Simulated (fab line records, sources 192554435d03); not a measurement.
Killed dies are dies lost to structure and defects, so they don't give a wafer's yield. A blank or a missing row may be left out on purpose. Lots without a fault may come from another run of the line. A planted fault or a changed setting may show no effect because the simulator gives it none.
fab line records | flow n5_finfet | part 1 of 2: steps 1 to 5 of 6
record lots=24 wafers=72 last_day=19
route steps=1938 shown BEOL_M6@1227 BEOL_M7@1267
lots that met no fault: from a run of the same line without faults
start_h: hours from the record's first day to the start of the lot's first wafer shown | wait_h: hours since the lot's step before | " the same as in the row above | L1.1+2: a row that stands for several wafers | - no value, or no start given | * or withheld: withheld | < > ~ a bound
route shown NAME@n: a module of which the file shows steps, and the number in the route of the first | usual: mean/standard deviation of fault-free wafers | same: alike in all rows | chamber/n: place in a boat | sites: the reading at each site | _std_site: their standard deviation | _edge_site: outer sites' mean less inner sites' | radius_mm: how far each site lies from the wafer's centre | mask NAME#n: copy n | behind: the tool/chamber that last shaped the wafer | hold: why the lot was held/for how many hours/how that ended | device: the transistor (n, p or np) that didn't switch | end of line: the same wafers' tests at the end of the route | a step without rows: its recipe alone | killed: dies lost to structure and defects at the first sort, not the wafer's yield | map: a wafer's dies, x killed, . not, _ none there
set.NAME: the setting as run; set.NAME@STEP: as run at that earlier step | model.NAME: the simulator's own value behind a step, which no gauge read
steps of the route over a sample of lots; a table a step, a row a wafer
services: from which hour (start_h, from the record's first day; less than 0 if before it) a tool's chamber was out of use, for how many hours, and why
## steps
# step N5_BEOL_M6_CD_MEAS_28
# recipe target_cd_nm=40 landing_energy_ev=500 detector=se_inlens
# usual cd_nm=40.03/0.24
# columns lot.wafer tool chamber start_h wait_h cd_nm
L074.2 cd_sem-01 0 192.33 - 40.03
L074.3 " 0 " " 39.89
L074.6 " 0 " " 39.87
L076.2 cd_sem-01 0 196.57 - 40.08
L076.5 " 0 " " 39.67
L076.6 " 0 " " 39.88
L075.1 cd_sem-01 0 203.00 - 40.00
L075.2 " 0 " " 39.98
L075.5 " 0 " " 40.29
L077.1 cd_sem-01 0 215.80 - 40.17
L077.5 " 0 " " 40.30
L077.6 " 0 " " 40.14
L078.1 cd_sem-01 0 219.85 - 39.95
L078.3 " 0 " " 40.17
L078.6 " 0 " " 40.10
L079.3 cd_sem-03 0 223.13 - 40.08
L079.4 " 0 " " 40.07
L079.6 " 0 " " 40.03
L080.3 cd_sem-01 0 228.63 - 40.18
L080.4 " 0 " " 40.41
L080.5 " 0 " " 40.41
L081.2 cd_sem-01 0 229.24 - 39.99
L081.4 " 0 " " 39.94
L081.5 " 0 " " 39.71
L082.1 cd_sem-01 0 229.60 - 39.91
L082.2 " 0 " " 40.25
L082.5 " 0 " " 40.17
L083.3 cd_sem-02 0 250.11 - 39.93
L083.5 " 0 " " 40.30
L083.6 " 0 " " 40.38
L085.3 cd_sem-01 0 250.55 - 40.43
L085.4 " 0 " " 39.57
L085.5 " 0 " " 40.04
L084.2 cd_sem-02 0 253.02 - 40.42
L084.4 " 0 " " 39.84
L084.6 " 0 " " 40.20
L087.1 cd_sem-03 0 269.51 - 39.98
L087.2 " 0 " " 39.87
L087.3 " 0 " " 39.78
L086.3 cd_sem-02 0 284.51 - 40.44
L086.4 " 0 " " 39.67
L086.6 " 0 " " 40.32
L089.1 cd_sem-02 0 284.56 - 40.37
L089.2 " 0 " " 39.86
L089.3 " 0 " " 40.06
L088.1 cd_sem-03 0 291.21 - 40.11
L088.4 " 0 " " 40.02
L088.6 " 0 " " 40.15
L090.3 cd_sem-02 0 299.84 - 40.08
L090.4 " 0 " " 40.11
L090.6 " 0 " " 40.18
L091.2 cd_sem-02 0 323.62 - 40.09
L091.4 " 0 " " 40.25
L091.6 " 0 " " 40.10
L093.1 cd_sem-02 0 327.61 - 40.05
L093.5 " 0 " " 40.17
L093.6 " 0 " " 40.18
L094.2 cd_sem-01 0 331.26 - 39.38
L094.3 " 0 " " 39.88
L094.6 " 0 " " 39.85
L092.4 cd_sem-03 0 333.31 - 40.24
L092.5 " 0 " " 39.71
L092.6 " 0 " " 40.11
L096.1 cd_sem-03 0 351.41 - 40.16
L096.3 " 0 " " 39.90
L096.5 " 0 " " 39.76
L095.2 cd_sem-02 0 351.46 - 39.85
L095.3 " 0 " " 40.13
L095.4 " 0 " " 40.11
L097.1 cd_sem-01 0 353.07 - 39.86
L097.2 " 0 " " 40.01
L097.3 " 0 " " 40.07
# step N5_BEOL_M6_ETCH_72
# recipe chemistry=N2/H2 target=underlayer target_depth_a=65 mask_material=CAR-EUV time_s=5.2 ion_energy_ev=200 pressure_mtorr=30 source_w=840 bias_w=150 n2_flow_sccm=200 h2_flow_sccm=200 ends=cleared
# usual chamber_pressure_mTorr=30.00/0.043 drypump_motor_current_A=5.6/0.47 etch_rf_on_time_s=5.15/0.11 oes_product_au=0.67/0.066 rf_fwd_power_W=820.0/2.5 rf_vpp_V=524/3 showerhead_plenum_p_Torr=2.55/0.1 throttle_valve_pct=17.83/0.23
# columns lot.wafer tool chamber start_h wait_h chamber_pressure_mTorr drypump_motor_current_A etch_rf_on_time_s oes_product_au rf_fwd_power_W rf_hours_counter_h rf_vpp_V showerhead_plenum_p_Torr throttle_valve_pct
L074.2 rie_diel-05 0 192.54 0.0 29.99 6.5 5.35 0.63 820.4 168 520 2.44 17.79
L074.3 " 0 " " 29.98 6.4 5.33 0.63 819.7 - 523 2.44 17.78
L074.6 " 3 " " 29.98 5.6 5.25 0.58 822.0 - 525 2.60 18.05
L076.2 rie_diel-04 2 196.73 0.0 29.98 5.8 4.99 0.68 820.3 93 526 2.58 18.07
L076.5 " 1 " " 30.07 5.9 5.11 0.63 818.5 - 527 2.63 17.63
L076.6 " 2 " " 29.96 5.8 5.04 0.69 822.1 - 525 2.58 18.09
L075.1 rie_diel-06 0 203.37 0.0 29.91 5.8 5.05 0.79 824.4 35 530 2.71 17.94
L075.2 " 2 " " 30.00 4.9 5.28 0.59 818.5 247 523 2.50 17.60
L075.5 " 2 " " 29.99 4.9 5.29 0.57 820.5 - 523 2.50 17.63
L077.1 rie_diel-06 3 215.96 0.0 29.94 6.0 5.11 0.66 820.4 134 527 2.67 17.93
L077.5 " 3 " " 29.98 6.0 5.14 0.67 817.9 - 526 2.67 17.92
L077.6 " 1 " " 30.02 5.8 5.25 0.66 823.3 - 524 2.45 17.90
L078.1 rie_diel-04 3 220.01 0.0 29.98 5.8 5.00 0.66 819.2 169 521 2.42 17.92
L078.3 " 2 " " 29.99 5.8 5.00 0.67 822.1 102 524 2.58 18.12
L078.6 " 0 " " 29.98 4.7 5.13 0.69 817.8 - 525 2.55 17.69
L079.3 rie_diel-06 1 223.32 0.0 30.04 5.8 5.31 0.65 823.1 154 519 2.44 17.91
L079.4 " 0 " " 29.99 5.8 5.02 0.77 819.6 - 525 2.71 17.96
L079.6 " 3 " " 29.98 6.0 5.17 0.67 821.3 - 528 2.66 17.94
L080.3 rie_diel-04 0 229.17 0.0 29.97 4.8 5.13 0.69 819.0 96 525 2.55 17.70
L080.4 " 3 " " 30.04 5.8 5.06 0.66 820.0 - 520 2.41 17.92
L080.5 " 0 " " 29.97 4.8 5.10 0.68 821.6 - 524 2.55 17.70
L081.2 rie_diel-04 3 229.56 0.0 29.98 5.8 5.07 0.65 821.2 174 521 2.41 17.94
L081.4 " 3 " " 30.04 5.8 5.04 0.65 821.9 - 521 2.41 17.92
L081.5 " 0 " " 30.02 4.7 5.19 0.69 823.3 - 522 2.55 17.66
L082.1 rie_diel-05 1 229.76 0.0 29.99 5.2 5.09 0.80 816.2 15 527 2.59 17.72
L082.2 " 0 " " 29.98 6.5 5.42 0.61 818.8 185 519 2.43 17.81
L082.5 " 0 " " 30.00 6.5 5.39 0.61 820.6 - 522 2.43 17.82
L083.3 rie_diel-05 1 250.90 0.0 29.99 5.2 5.02 0.79 823.5 24 524 2.59 17.75
L083.5 " 2 " " 30.03 5.2 5.06 0.79 819.6 - 528 2.68 17.27
L083.6 " 1 " " 29.97 5.1 4.99 0.78 818.2 - 526 2.59 17.74
L085.3 rie_diel-04 0 251.53 0.0 30.00 4.8 5.18 0.69 824.2 104 522 2.55 17.71
L085.4 " 2 " " 29.98 5.8 5.09 0.67 824.1 108 526 2.58 18.10
L085.5 " 1 " " 30.00 5.9 5.11 0.62 819.8 - 526 2.62 17.71
L084.2 rie_diel-06 0 253.45 0.0 30.09 5.8 5.10 0.75 816.3 57 529 2.70 18.00
L084.4 " 2 " " 30.03 4.9 5.11 0.85 815.2 8 524 2.50 17.24
L084.6 " 0 " " 30.02 5.8 5.06 0.73 816.2 - 528 2.70 17.99
L087.1 rie_diel-06 3 269.67 0.0 30.02 6.0 5.16 0.64 817.7 156 529 2.66 17.98
L087.2 " 1 " " 30.01 5.8 5.32 0.62 817.3 174 521 2.43 17.93
L087.3 " 2 " " 30.00 4.9 5.00 0.82 818.4 15 522 2.49 17.25
L086.3 rie_diel-05 1 284.67 0.0 30.02 5.1 5.12 0.76 816.8 35 525 2.58 17.75
L086.4 " 2 " " 30.02 5.2 5.11 0.76 820.7 47 529 2.67 17.27
L086.6 " 0 " " 29.95 6.5 5.42 0.60 816.2 - 522 2.42 17.89
L089.1 rie_diel-06 3 284.72 0.0 29.88 6.0 5.14 0.64 818.8 159 527 2.66 17.96
L089.2 " 1 " " 30.11 5.8 5.29 0.63 818.6 177 521 2.43 17.94
L089.3 " 2 " " 30.03 4.9 5.03 0.83 819.2 18 520 2.49 17.26
L088.1 rie_diel-06 1 291.43 0.0 30.02 5.8 5.28 0.63 819.4 179 521 2.43 17.93
L088.4 " 0 " " 30.02 5.9 5.12 0.73 815.5 69 528 2.70 18.01
L088.6 " 0 " " 29.99 5.8 5.11 0.71 819.9 - 527 2.70 18.01
L090.3 rie_diel-04 0 300.11 0.0 29.95 4.8 5.16 0.66 823.0 121 524 2.54 17.73
L090.4 " 2 " " 30.10 5.8 4.97 0.67 820.0 126 525 2.57 18.14
L090.6 " 3 " " 30.00 5.8 4.99 0.64 823.4 - 521 2.40 17.96
L091.2 rie_diel-05 0 323.88 0.0 29.99 6.4 5.32 0.59 819.9 221 519 2.41 17.88
L091.4 " 0 " " 30.07 6.4 5.33 0.59 823.1 - 523 2.42 17.87
L091.6 " 3 " " 30.00 5.5 4.95 0.78 818.9 - 524 2.58 17.66
L093.1 rie_diel-04 1 327.77 0.0 30.02 5.9 5.15 0.61 813.7 228 528 2.61 17.74
L093.5 " 2 " " 30.06 5.8 5.12 0.65 819.0 - 524 2.57 18.14
L093.6 " 1 " " 29.96 5.9 5.16 0.60 819.8 - 525 2.61 17.75
L094.2 rie_diel-06 2 331.55 0.0 30.04 4.9 5.03 0.78 825.1 35 523 2.48 17.30
L094.3 " 0 " " 30.01 5.9 5.08 0.71 819.5 83 528 2.69 18.05
L094.6 " 2 " " 30.06 4.9 5.05 0.79 823.8 - 519 2.49 17.31
L092.4 rie_diel-06 1 333.47 0.0 30.01 5.8 5.35 0.61 819.5 194 519 2.43 17.99
L092.5 " 0 " " 30.02 5.9 5.05 0.72 818.2 - 527 2.69 18.06
L092.6 " 1 " " 30.05 5.8 5.33 0.61 819.9 - 521 2.43 17.97
L096.1 rie_diel-04 1 351.57 0.0 30.04 5.9 5.21 0.59 813.0 235 526 2.60 17.76
L096.3 " 0 " " 30.02 4.8 5.17 0.64 822.3 140 524 2.53 17.76
L096.5 " 0 " " 30.03 4.7 5.22 0.65 820.8 - 522 2.53 17.74
L095.2 rie_diel-06 3 351.62 0.0 29.93 6.0 5.14 0.62 820.1 183 528 2.65 17.99
L095.3 " 0 " " 30.02 5.8 5.08 0.71 819.9 89 527 2.69 18.04
L095.4 " 1 " " 29.96 5.8 5.35 0.61 816.3 200 521 2.42 17.97
L097.1 rie_diel-06 3 353.33 0.0 30.05 6.0 5.15 0.63 822.4 184 527 2.64 18.01
L097.2 " 2 " " 30.00 4.9 5.10 0.77 819.6 44 522 2.48 17.31
L097.3 " 1 " " 29.97 5.8 5.30 0.61 818.1 201 521 2.42 17.95
# step N5_BEOL_M6_ALD_77
# recipe material=TaN target_thk_a=20 temp_c=275 ald_precursor_family=PDMAT ald_co_reactant=NH3 pressure_torr=3 carrier_flow_sccm=1500 pulse_time_s=2 purge_time_s=3 co_reactant_purge_time_s=2 co_reactant_pulse_time_s=3 ald_cycles=40 precursor_vessel_temp_c=75 precursor_vessel_pressure_torr=26.25 precursor_vessel_carrier_sccm=1000
# usual heater_power_w=412/34
# columns lot.wafer tool chamber start_h wait_h heater_power_w
L074.2 ald_metal-01 1 194.28 0.3 328
L074.3 " 2 " " 406
L074.6 " 1 " " 333
L076.2 ald_metal-03 2 197.86 0.0 429
L076.5 " 1 " " 430
L076.6 " 2 " " 437
L075.1 ald_metal-04 0 204.44 0.1 421
L075.2 " 1 " " 443
L075.5 " 0 " " 418
L077.1 ald_metal-03 2 216.97 0.0 437
L077.5 " 1 " " 437
L077.6 " 2 " " 446
L078.1 ald_metal-01 2 223.04 0.1 405
L078.3 " 3 " " 421
L078.6 " 3 " " 423
L079.3 ald_metal-03 0 224.67 0.1 378
L079.4 " 3 " " 416
L079.6 " 3 " " 404
L080.3 ald_metal-04 1 236.11 0.0 443
L080.4 " 3 " " 382
L080.5 " 3 " " 381
L081.2 ald_metal-01 1 237.70 0.0 327
L081.4 " 0 " " 448
L081.5 " 3 " " 432
L082.1 ald_metal-03 2 238.28 0.1 431
L082.2 " 0 " " 384
L082.5 " 1 " " 425
L083.3 ald_metal-03 1 251.91 0.0 441
L083.5 " 0 " " 369
L083.6 " 2 " " 431
L085.3 ald_metal-04 3 252.62 0.0 383
L085.4 " 2 " " 432
L085.5 " 3 " " 388
L084.2 ald_metal-04 3 254.47 0.0 394
L084.4 " 2 " " 429
L084.6 " 0 " " 419
L087.1 ald_metal-01 2 271.42 0.0 410
L087.2 " 1 " " 325
L087.3 " 0 " " 456
L086.3 ald_metal-01 2 286.19 0.2 411
L086.4 " 1 " " 335
L086.6 " 0 " " 455
L089.1 ald_metal-03 1 286.25 0.0 428
L089.2 " 0 " " 374
L089.3 " 3 " " 404
L088.1 ald_metal-03 2 293.59 0.1 434
L088.4 " 3 " " 398
L088.6 " 0 " " 380
L090.3 ald_metal-04 2 301.44 0.0 424
L090.4 " 1 " " 455
L090.6 " 2 " " 434
L091.2 ald_metal-01 2 325.27 0.1 407
L091.4 " 3 " " 429
L091.6 " 3 " " 420
L093.1 ald_metal-01 2 328.80 0.0 413
L093.5 " 1 " " 328
L093.6 " 0 " " 451
L094.2 ald_metal-01 2 332.67 0.0 423
L094.3 " 1 " " 326
L094.6 " 0 " " 453
L092.4 ald_metal-03 0 334.60 0.0 371
L092.5 " 0 " " 378
L092.6 " 1 " " 423
L096.1 ald_metal-01 0 353.20 0.0 435
L096.3 " 1 " " 326
L096.5 " 0 " " 427
L095.2 ald_metal-04 2 353.37 0.0 427
L095.3 " 3 " " 380
L095.4 " 1 " " 440
L097.1 ald_metal-03 2 356.30 0.1 424
L097.2 " 1 " " 405
L097.3 " 3 " " 415
# step N5_BEOL_M6_ANNEAL_51
# recipe temp_c=225 time_s=90 ambient=N2
# usual wafer_temp_C_max=226.7/0.41
# columns lot.wafer tool chamber start_h wait_h wafer_temp_C_max
L074.2 rtp_anneal-01 0 197.01 0.4 226.6
L074.3 " 0 " " 227.1
L074.6 " 0 " " 226.7
L076.2 rtp_anneal-01 0 200.43 1.5 227.0
L076.5 " 0 " " 227.1
L076.6 " 0 " " 226.9
L075.1 rtp_anneal-02 0 205.56 0.1 226.5
L075.2 " 0 " " 226.3
L075.5 " 0 " " 226.3
L077.1 rtp_anneal-01 0 217.64 0.1 226.2
L077.5 " 0 " " 226.5
L077.6 " 0 " " 226.8
L078.1 rtp_anneal-02 0 223.91 0.1 226.2
L078.3 " 0 " " 226.4
L078.6 " 0 " " 226.4
L079.3 rtp_anneal-01 0 225.76 0.2 226.5
L079.4 " 0 " " 227.0
L079.6 " 0 " " 227.0
L080.3 rtp_anneal-01 0 236.91 0.2 227.0
L080.4 " 0 " " 226.3
L080.5 " 0 " " 226.9
L081.2 rtp_anneal-02 0 238.78 0.1 226.1
L081.4 " 0 " " 226.7
L081.5 " 0 " " 226.5
L082.1 rtp_anneal-02 0 239.01 0.1 226.3
L082.2 " 0 " " 226.5
L082.5 " 0 " " 226.3
L083.3 rtp_anneal-01 0 252.77 0.2 226.7
L083.5 " 0 " " 226.8
L083.6 " 0 " " 227.2
L085.3 rtp_anneal-01 0 255.11 1.6 226.9
L085.4 " 0 " " 227.0
L085.5 " 0 " " 226.8
L084.2 rtp_anneal-01 0 256.65 1.4 227.0
L084.4 " 0 " " 226.8
L084.6 " 0 " " 226.7
L087.1 rtp_anneal-02 0 272.31 0.1 226.3
L087.2 " 0 " " 226.2
L087.3 " 0 " " 225.8
L086.3 rtp_anneal-02 0 288.71 0.1 226.5
L086.4 " 0 " " 226.9
L086.6 " 0 " " 226.4
L089.1 rtp_anneal-01 0 288.82 0.1 226.1
L089.2 " 0 " " 226.2
L089.3 " 0 " " 226.8
L088.1 rtp_anneal-02 0 295.43 0.1 226.1
L088.4 " 0 " " 226.5
L088.6 " 0 " " 226.1
L090.3 rtp_anneal-01 0 303.07 0.6 227.9
L090.4 " 0 " " 227.2
L090.6 " 0 " " 227.1
L091.2 rtp_anneal-01 0 326.56 0.1 227.3
L091.4 " 0 " " 226.3
L091.6 " 0 " " 227.5
L093.1 rtp_anneal-01 0 330.12 0.3 226.6
L093.5 " 0 " " 227.0
L093.6 " 0 " " 226.4
L094.2 rtp_anneal-01 0 334.71 0.7 226.5
L094.3 " 0 " " 227.5
L094.6 " 0 " " 226.9
L092.4 rtp_anneal-01 0 335.61 0.4 226.7
L092.5 " 0 " " 226.8
L092.6 " 0 " " 226.4
L096.1 rtp_anneal-02 0 354.06 0.1 226.4
L096.3 " 0 " " 226.0
L096.5 " 0 " " 226.3
L095.2 rtp_anneal-01 0 354.30 0.2 227.5
L095.3 " 0 " " 226.2
L095.4 " 0 " " 226.7
L097.1 rtp_anneal-02 0 357.13 0.1 226.5
L097.2 " 0 " " 225.7
L097.3 " 0 " " 225.9
# step N5_BEOL_M7_HM_DEP_02
# recipe material=TiN target_thk_a=200 temp_c=25 chamber_pressure_pa=0.49996
# usual throttle_valve_pct=30.1/1.2
# columns lot.wafer tool chamber start_h wait_h throttle_valve_pct
L074.2 pvd_sputter-02 - 200.32 1.9 29.5
L074.3 " - " " 29.1
L074.6 " - " " 29.4
L076.2 pvd_sputter-02 - 203.56 1.4 29.4
L076.5 " - " " 28.8
L076.6 " - " " 29.3
L075.1 pvd_sputter-03 - 209.38 2.2 30.4
L075.2 " - " " 29.5
L075.5 " - " " 31.2
L077.1 pvd_sputter-03 - 223.86 3.0 32.5
L077.5 " - " " 30.8
L077.6 " - " " 29.4
L078.1 pvd_sputter-03 - 227.04 1.2 29.4
L078.3 " - " " 31.1
L078.6 " - " " 29.4
L079.3 pvd_sputter-01 - 228.24 0.0 31.3
L079.4 " - " " 31.2
L079.6 " - " " 31.4
L080.3 pvd_sputter-01 - 239.71 0.2 31.4
L080.4 " - " " 31.2
L080.5 " - " " 30.2
L081.2 pvd_sputter-01 - 241.79 1.6 30.1
L081.4 " - " " 30.9
L081.5 " - " " 30.4
L082.1 pvd_sputter-01 - 242.25 1.8 31.6
L082.2 " - " " 31.0
L082.5 " - " " 31.0
L083.3 pvd_sputter-02 - 254.33 0.0 29.5
L083.5 " - " " 29.4
L083.6 " - " " 28.5
L085.3 pvd_sputter-01 - 257.17 0.4 31.1
L085.4 " - " " 31.0
L085.5 " - " " 30.0
L084.2 pvd_sputter-01 - 258.77 0.7 30.2
L084.4 " - " " 31.2
L084.6 " - " " 31.2
L087.1 pvd_sputter-02 - 278.95 4.7 29.0
L087.2 " - " " 29.4
L087.3 " - " " 28.9
L089.1 pvd_sputter-02 - 291.35 0.2 29.5
L089.2 " - " " 29.2
L089.3 " - " " 28.8
L086.3 pvd_sputter-02 - 292.33 0.4 29.1
L086.4 " - " " 28.8
L086.6 " - " " 29.5
L088.1 pvd_sputter-02 - 297.57 0.7 28.7
L088.4 " - " " 29.3
L088.6 " - " " 29.7
L090.3 pvd_sputter-03 - 304.78 0.4 32.9
L090.4 " - " " 29.4
L090.6 " - " " 32.5
L091.2 pvd_sputter-03 - 328.86 0.5 32.4
L091.4 " - " " 30.9
L091.6 " - " " 29.4
L093.1 pvd_sputter-03 - 332.02 0.5 32.7
L093.5 " - " " 32.7
L093.6 " - " " 31.3
L094.2 pvd_sputter-03 - 337.39 0.7 29.6
L094.3 " - " " 30.9
L094.6 " - " " 29.4
L092.4 pvd_sputter-02 - 337.49 0.6 29.2
L092.5 " - " " 29.0
L092.6 " - " " 28.7
L096.1 pvd_sputter-02 - 357.00 1.5 28.9
L096.3 " - " " 29.0
L096.5 " - " " 28.8
L095.2 pvd_sputter-03 - 357.15 1.4 32.5
L095.3 " - " " 29.5
L095.4 " - " " 31.1
L097.1 pvd_sputter-02 - 360.16 1.6 29.6
L097.2 " - " " 28.7
L097.3 " - " " 28.8
